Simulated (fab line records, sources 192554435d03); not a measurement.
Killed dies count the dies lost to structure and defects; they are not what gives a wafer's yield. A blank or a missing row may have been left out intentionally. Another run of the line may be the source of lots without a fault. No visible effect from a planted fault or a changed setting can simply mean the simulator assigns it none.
The same fault as seen by 3 desks + flow n5 finfet + each desk has only its own numbers; what lay behind them comes last

## TOOL OWNER'S DESK, ald sin-02
The tool's own readings at N5_BEOL_M3_ALD_98 (deposits SiO2, target thk 2.5 nm, pulse time 1 s, co reactant pulse time 1 s): means of the sampled wafers that have a number, for each lot that ran on this tool. Any lot whose mean is over 4 standard deviations away from the usual mean is out of limits and marked OUT; that distance is given in the brackets.
Columns: A = heater power w at N5_BEOL_M3_ALD_98, usual 82 W; B = precursor pulse height rel at N5_BEOL_M3_ALD_98, usual 1.001
| lot  | first seen here | A  | B     |
|------|-----------------|----|-------|
| L523 | day 9 07:50     | 96 | 0.982 |
| L524 | day 9 16:05     | 89 | 0.998 |
| L526 | day 10 15:16    | 86 | 0.995 |
This desk found nothing out of limits on any of the 3 lots.

## THE DEFECT DESK
Lot by lot, what the route's inspections counted, given as the mean of those sampled wafers with a number. Any lot whose mean is over 4 standard deviations away from the usual mean is out of limits and marked OUT; that distance is given in the brackets.
Columns: A = raw defect count at N5_BEOL_M3_INSPECT_30, usual 419
| lot  | first seen here | A   |
|------|-----------------|-----|
| L515 | day 7 09:53     | 432 |
| L523 | day 9 07:40     | 580 |
| L524 | day 9 15:37     | 416 |
| L527 | day 10 11:04    | 483 |
| L526 | day 10 15:05    | 447 |
| L536 | day 12 14:07    | 367 |
This desk found nothing out of limits on any of the 6 lots.

## FROM THE METROLOGY DESK
What the gauges read for every lot (on any tool): the sampled wafers with a number, averaged. Any lot whose mean is over 4 standard deviations away from the usual mean is out of limits and marked OUT; that distance is given in the brackets. Of its 12 readings 7 are shown: those that lie furthest out on some lot.
Columns: A = cd nm at N5_BEOL_M3_CD_MEAS_28, usual 25.69 nm; B = DIBL_N at N5_BEOL_M4_RC_MEAS_101, usual 37.1 mV/V; C = IOFF_P at N5_BEOL_M4_RC_MEAS_101, usual 0.23 nA/um; D = ION_P at N5_BEOL_M4_RC_MEAS_101, usual 468 uA/um; E = SS_N at N5_BEOL_M4_RC_MEAS_101, usual 71.9 mV/dec; F = VT_N at N5_BEOL_M4_RC_MEAS_101, usual 248 mV; G = VT_P at N5_BEOL_M4_RC_MEAS_101, usual -248 mV
| lot  | first seen here | A     | B    | C    | D   | E    | F   | G    |
|------|-----------------|-------|------|------|-----|------|-----|------|
| L515 | day 7 09:48     | 25.50 | 36.9 | 0.20 | 468 | 71.6 | 250 | -250 |
| L523 | day 9 07:35     | 25.44 | 36.1 | 0.19 | 468 | 71.3 | 252 | -253 |
| L524 | day 9 15:32     | 25.51 | 35.1 | 0.19 | 467 | 71.2 | 251 | -253 |
| L527 | day 10 10:58    | 25.75 | 37.8 | 0.27 | 478 | 71.5 | 245 | -245 |
| L526 | day 10 15:00    | 25.94 | 37.0 | 0.27 | 477 | 72.0 | 246 | -244 |
| L536 | day 12 14:01    | 25.78 | 35.7 | 0.24 | 468 | 72.0 | 248 | -245 |
This desk found nothing out of limits on any of the 6 lots.

## PUT TOGETHER
The desk of the tool owner found nothing out of limits.
Nothing out of limits was seen by the defect desk.
At the metrology desk, nothing out of limits was observed.

## WHAT THE SIMULATOR HAD INSERTED
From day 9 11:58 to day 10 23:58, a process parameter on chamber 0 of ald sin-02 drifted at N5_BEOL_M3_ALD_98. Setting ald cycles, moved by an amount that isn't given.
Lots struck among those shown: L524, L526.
